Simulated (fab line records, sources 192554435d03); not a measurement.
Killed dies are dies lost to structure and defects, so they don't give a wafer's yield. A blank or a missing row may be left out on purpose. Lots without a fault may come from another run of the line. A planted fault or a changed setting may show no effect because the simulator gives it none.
fab line records | flow n5_finfet
record lots=4 wafers=12 last_day=17
route steps=1938 shown BEOL_M13@1704 BEOL_M14@1716
lots that met no fault: from a run of the same line without faults
start_h: hours from the record's first day to the start of the lot's first wafer shown | wait_h: hours since the lot's step before | " the same as in the row above | L1.1+2: a row that stands for several wafers | - no value, or no start given | * or withheld: withheld | < > ~ a bound
route shown NAME@n: a module of which the file shows steps, and the number in the route of the first | usual: mean/standard deviation of fault-free wafers | same: alike in all rows | chamber/n: place in a boat | sites: the reading at each site | _std_site: their standard deviation | _edge_site: outer sites' mean less inner sites' | radius_mm: how far each site lies from the wafer's centre | mask NAME#n: copy n | behind: the tool/chamber that last shaped the wafer | hold: why the lot was held/for how many hours/how that ended | device: the transistor (n, p or np) that didn't switch | end of line: the same wafers' tests at the end of the route | a step without rows: its recipe alone | killed: dies lost to structure and defects at the first sort, not the wafer's yield | map: a wafer's dies, x killed, . not, _ none there
set.NAME: the setting as run; set.NAME@STEP: as run at that earlier step | model.NAME: the simulator's own value behind a step, which no gauge read
lots at some steps of the route; a table a step, a row a wafer
services: from which hour (start_h, from the record's first day; less than 0 if before it) a tool's chamber was out of use, for how many hours, and why
## steps
# step N5_BEOL_M13_PRE_CLEAN_42
# recipe gas=H2/He time_s=30 temp_c=250
# step N5_BEOL_M13_SPUTTER_43
# recipe material=TaN target_thk_a=150 temp_c=50 bias_v=168.6 power_w=15000 chamber_pressure_pa=0.12 time_s=24.19
# step N5_BEOL_M13_SPUTTER_44
# recipe material=Ta target_thk_a=100 temp_c=50 bias_v=80 power_w=15000 chamber_pressure_pa=0.07 time_s=16.13
# step N5_BEOL_M13_SPUTTER_45
# recipe material=Cu target_thk_a=800 temp_c=-20 bias_v=60 power_w=26000 chamber_pressure_pa=0.13 time_s=13.33
# step N5_BEOL_M13_ECD_47
# recipe material=Cu target_thk_a=9360
# step N5_BEOL_M13_ANNEAL_48
# recipe temp_c=225 time_s=90 ambient=N2
# step N5_BEOL_M13_CMP_49
# recipe stop_on=SiOC t_overpolish_s=17.1 down_force_psi=1 platen_rpm=50 clearing_platen_down_force_psi=1.5 clearing_platen_rpm=50 post_cmp_clean=cu_alkaline target_thk_nm=420 clearing_platen_pad_velocity_m_s=0.99484 pad_velocity_m_s=0.99484
# step N5_BEOL_M13_PRE_CLEAN_52
# recipe gas=NH3 time_s=15 temp_c=withheld rf_power_w=300
# step N5_BEOL_M13_DEP_53
# recipe material=SiCN target_thk_a=500 temp_c=withheld precursor=3MS/NH3 pressure_torr=3 rf_w=675 time_s=17.8
# step N5_BEOL_M14_ILD_DEP_00
# recipe material=SiO2 target_thk_a=11193 temp_c=400 precursor=TEOS/O2 pressure_torr=6.5 rf_w=900 teos_flow_sccm=161.4 gas=O2 flow_sccm=2650 time_s=237.4
# usual heater_power_w=560/80 run_length_s=280.6/0.6 showerhead_plenum_p_Torr=8.344/0.028 throttle_valve_pct=18.4/0.75
# columns lot.wafer tool chamber start_h wait_h heater_power_w run_length_s showerhead_plenum_p_Torr since_wet_clean_h throttle_valve_pct model.SiO2_of_BEOL_M14_ILD_DEP_00.thk_nm
L450.1 pecvd-04 2 279.13 0.0 664 487.2 8.290 592 17.7 2076
L450.5 " 1 " " 552 282.0 8.385 - 19.2 1129
L450.6 " 0 " " 630 280.3 8.361 - 18.7 1125
L451.3 pecvd-04 2 283.24 0.0 708 487.3 8.271 596 18.1 2077
L451.5 " 1 " " 614 281.0 8.378 - 18.7 1120
L451.6 " 2 " " 561 281.2 8.299 - 18.1 1132
L464.1 pecvd-03 0 364.25 0.0 557 280.0 8.329 1249 18.0 1138
L464.4 " 0 " " 607 280.7 8.350 - 18.1 1145
L464.6 " 1 " " 611 281.5 8.324 - 17.9 1165
L466.1 pecvd-04 0 376.63 0.0 578 280.2 8.380 1443 18.5 1094
L466.4 " 1 " " 576 280.8 8.374 - 19.1 1138
L466.5 " 0 " " 623 280.1 8.369 - 18.8 1096
# step N5_BEOL_M14_THK_MEAS_01
# recipe reads=SiO2_of_BEOL_M14_ILD_DEP_00
# usual M14_ILD_THK=1121/17
# columns lot.wafer tool chamber start_h wait_h M14_ILD_THK[nm]
L450.1 film_metro-02 - 279.32 0.1 2073
L450.5 " - " " 1129
L450.6 " - " " 1124
L451.3 film_metro-02 - 283.43 0.1 2077
L451.5 " - " " 1120
L451.6 " - " " 1132
L464.1 film_metro-01 - 364.44 0.1 1138
L464.4 " - " " 1145
L464.6 " - " " 1165
L466.1 film_metro-01 - 376.82 0.1 1094
L466.4 " - " " 1138
L466.5 " - " " 1096
# step N5_BEOL_M14_COAT_58
# recipe resist=BARC temp_c=205 time_s=60 spin_rpm=1500 resist_thk_nm=89
# step N5_BEOL_M14_COAT_04
# recipe spin_rpm=1704 resist_thk_nm=800
# step N5_BEOL_M14_EBR_06
# recipe solvent=PGMEA ebr_width_mm=1.5
# step N5_BEOL_M14_SOFTBAKE_05
# recipe temp_c=130 time_s=60
# step N5_BEOL_M14_EXPOSE_07
# recipe mask_id=V13 na=0.8 source_shape=annular sigma_inner=0.5 sigma_outer=0.8 polarization=unpolarized attpsm_phase_deg=180 dose_mj=57
# step N5_BEOL_M14_PEB_08
# recipe peb_temp_c=130 peb_time_s=90
# step N5_BEOL_M14_DEVELOP_09
# recipe develop_time_s=45 rinse_liquid=diw dry=air_spin dev_temp_c=21
# step N5_BEOL_M14_HARDBAKE_14
# recipe temp_c=130 time_s=120
# step N5_BEOL_M14_DESCUM_15
# recipe chemistry=O2 time_s=7.9 source_power_w=50 bias_power_w=20 pressure_mtorr=20 rf_frequency_hz=2.712e+07 temp_c=40 o2_flow_sccm=225
# step N5_BEOL_M14_ETCH_59
# recipe chemistry=N2/H2 target=BARC target_depth_a=890 overetch_a=267 time_s=67.9 ion_energy_ev=200 pressure_mtorr=30 source_w=840 bias_w=150 n2_flow_sccm=200 h2_flow_sccm=200
# step N5_BEOL_M14_VIA_ETCH_16
# recipe chemistry=C4F8/O2/Ar target=SiO2 he_inner_torr=15 he_outer_torr=30 target_depth_a=12313 time_s=withheld ion_energy_ev=800 pressure_mtorr=20 source_w=1905 bias_w=2040 Ar_flow_sccm=400 C4F8_flow_sccm=16 O2_flow_sccm=12 ends=cleared
# usual drypump_motor_current_A=5.7/0.38 oes_product_au=0.72/0.075 rf_vpp_V=2231/31 showerhead_plenum_p_Torr=3.45/0.095 throttle_valve_pct=30.8/0.34
# columns lot.wafer tool chamber start_h wait_h drypump_motor_current_A oes_product_au rf_vpp_V showerhead_plenum_p_Torr throttle_valve_pct model.etch.depth_nm model.coat_of_BEOL_M14_COAT_04.thk_nm
L450.1 rie_diel-05 1 279.90 0.0 5.5 0.71 2215 3.41 31.5 2076 238.8
L450.5 " 0 " " 5.6 0.70 2254 3.56 30.3 1129 448.8
L450.6 " 3 " " 5.6 0.63 2179 3.42 31.2 1125 449.8
L451.3 rie_diel-05 3 284.40 0.0 5.6 0.70 2177 3.42 31.3 2077 221.8
L451.5 " 3 " " 5.6 0.63 2177 3.42 31.2 1120 452.8
L451.6 " 2 " " 6.3 0.86 2227 3.50 30.7 1132 451.8
L464.1 rie_diel-03 2 365.00 0.0 5.9 0.71 2279 3.32 30.9 1138 451.2
L464.4 " 1 " " 6.8 0.74 2271 3.31 30.6 1145 444.8
L464.6 " 3 " " 5.7 0.69 2253 3.56 31.0 1165 448.6
L466.1 rie_diel-05 0 377.60 0.0 5.5 0.66 2252 3.54 30.4 1094 456.2
L466.4 " 0 " " 5.5 0.67 2252 3.54 30.4 1138 446.4
L466.5 " 3 " " 5.6 0.60 2176 3.40 31.2 1096 453.4
# step N5_BEOL_M14_STRIP_63
# recipe chemistry=O2 power_w=600 temp_c=60 pressure_mtorr=30 rf_frequency_hz=6e+07 bias_power_w=0 overash_fraction=0.3 o2_flow_sccm=225
# step N5_BEOL_M14_STRIP_64
# recipe chemistry=O2 power_w=600 temp_c=60 pressure_mtorr=30 rf_frequency_hz=6e+07 bias_power_w=0 overash_fraction=0.3 o2_flow_sccm=225
# step N5_BEOL_M14_STRIP_71
# recipe chemistry=post_etch_residue_remover time_s=60 temp_c=25 remover_ph=withheld remover_water_wt_pct=withheld remover_fluoride_wt_pct=withheld
# step N5_BEOL_M14_SRD_72
# recipe time_s=30 temp_c=23 rinse_liquid=diw dry=n2_spin spin_rpm=1500 dry_time_s=30
# step N5_BEOL_M14_CD_MEAS_17
# recipe target_cd_nm=250 polarity=opening
# usual cd_nm=249.9/1.7
# columns lot.wafer tool chamber start_h wait_h cd_nm
L450.1 cd_sem-03 - 280.25 0.0 256.6
L450.5 " - " " 250.0
L450.6 " - " " 251.9
L451.3 cd_sem-01 - 284.76 0.0 259.8
L451.5 " - " " 249.0
L451.6 " - " " 250.3
L464.1 cd_sem-01 - 365.35 0.0 251.6
L464.4 " - " " 253.7
L464.6 " - " " 248.6
L466.1 cd_sem-02 - 377.96 0.0 246.8
L466.4 " - " " 248.3
L466.5 " - " " 248.4
# step N5_BEOL_M14_COAT_65
# recipe resist=SOC temp_c=250 time_s=60 spin_rpm=1500 resist_thk_nm=450
# step N5_BEOL_M14_COAT_66
# recipe resist=SiARC temp_c=220 time_s=60 spin_rpm=1500 resist_thk_nm=110
# step N5_BEOL_M14_COAT_22
# recipe spin_rpm=2888 resist_thk_nm=300
# step N5_BEOL_M14_EBR_24
# recipe solvent=PGMEA ebr_width_mm=1.5
# step N5_BEOL_M14_SOFTBAKE_23
# recipe temp_c=130 time_s=60
# step N5_BEOL_M14_EXPOSE_25
# recipe mask_id=M14 na=0.8 source_shape=annular sigma_inner=0.5 sigma_outer=0.8 polarization=unpolarized target_cd_nm=280 dose_mj=26.6
# step N5_BEOL_M14_PEB_26
# recipe peb_temp_c=130 peb_time_s=90
# step N5_BEOL_M14_DEVELOP_27
# recipe develop_time_s=45 rinse_liquid=diw dry=air_spin dev_temp_c=21
# step N5_BEOL_M14_HARDBAKE_32
# recipe temp_c=130 time_s=120
# step N5_BEOL_M14_CMP_49
# recipe stop_on=SiO2 t_overpolish_s=5.2 down_force_psi=2 platen_rpm=80 clearing_platen_down_force_psi=2 clearing_platen_rpm=80 post_cmp_clean=cu_alkaline target_thk_nm=560 clearing_platen_pad_velocity_m_s=1.5917 pad_velocity_m_s=1.5917
# usual motor_current_A=7.8/0.98
# columns lot.wafer tool chamber start_h wait_h motor_current_A model.SiO2_of_BEOL_M14_ILD_DEP_00.thk_nm
L450.1 cmp-01 0 283.11 0.3 7.6 1997
L450.6 " 0 " " 7.6 1047
L450.5 " 1 " " 8.1 1050
L451.3 cmp-04 2 287.63 0.2 6.3 1996
L451.6 " 0 " " 6.9 1052
L451.5 " 1 " " 7.9 1040
L464.1 cmp-04 2 372.91 0.3 7.0 1060
L464.4 " 3 " " 7.8 1067
L464.6 " 0 " " 6.8 1087
L466.4 cmp-01 1 381.18 0.2 8.3 1058
L466.1 " 2 " " 9.8 1011
L466.5 " 0 " " 7.7 1017
## services
# columns tool chamber start_h hours kind
cmp-01 - 260.65 4.2 repair
rie_diel-03 0 277.30 4.8 repair
cmp-01 - 286.22 19.7 repair
pecvd-03 - 291.16 6.0 pm
rie_diel-05 2 294.72 3.8 repair
pecvd-03 0 297.99 2.1 scheduled_down
pecvd-04 - 298.18 0.4 repair
pecvd-04 0 299.97 - calibration
rie_diel-05 0 303.23 6.3 repair
pecvd-04 - 310.59 0.5 repair
pecvd-04 - 318.37 0.7 repair
cmp-04 - 320.90 7.0 repair
pecvd-04 - 330.29 1.7 repair
cmp-04 - 332.15 4.0 pm
cmp-04 - 336.15 - consumable_replace:conditioner
cmp-04 - 336.15 - consumable_replace:pad
rie_diel-03 3 353.62 2.7 repair
pecvd-04 - 355.62 1.7 repair
rie_diel-03 - 370.92 5.5 repair
## key
first_sign step=N5_BEOL_M14_ILD_DEP_00 reading=run_length_s direction=up sigmas=99+ usual=* struck=*
effect step=N5_BEOL_M14_THK_MEAS_01 reading=M14_ILD_THK direction=up sigmas=57 usual=1121 struck=2075
effect step=N5_BEOL_M14_CD_MEAS_17 reading=cd_nm direction=up sigmas=4.9 usual=249.9 struck=258.2
model_effect step=N5_BEOL_M14_ILD_DEP_00 value=SiO2_of_BEOL_M14_ILD_DEP_00.thk_nm without=1112 struck=2076
model_effect step=N5_BEOL_M14_VIA_ETCH_16 value=etch.depth_nm without=1112 struck=2076
model_effect step=N5_BEOL_M14_CMP_49 value=SiO2_of_BEOL_M14_ILD_DEP_00.thk_nm without=1032 struck=1997
met_at N5_BEOL_M14_ILD_DEP_00
struck_wafers L450.1,L451.3
baseline_loss step=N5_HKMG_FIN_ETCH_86 wafers=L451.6
fault kind=process_parameter_drift tool=pecvd-04 chamber=- onset_h=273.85 steps=N5_BEOL_M14_ILD_DEP_00 channel=time_s offset=* shape=step end_h=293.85 scope=struck_wafers_only acts_in=* stated=*
# baseline_loss: these wafers lose ten dies or more at that step, a loss of the line's own and not of a fault; the sort's usual values leave them out
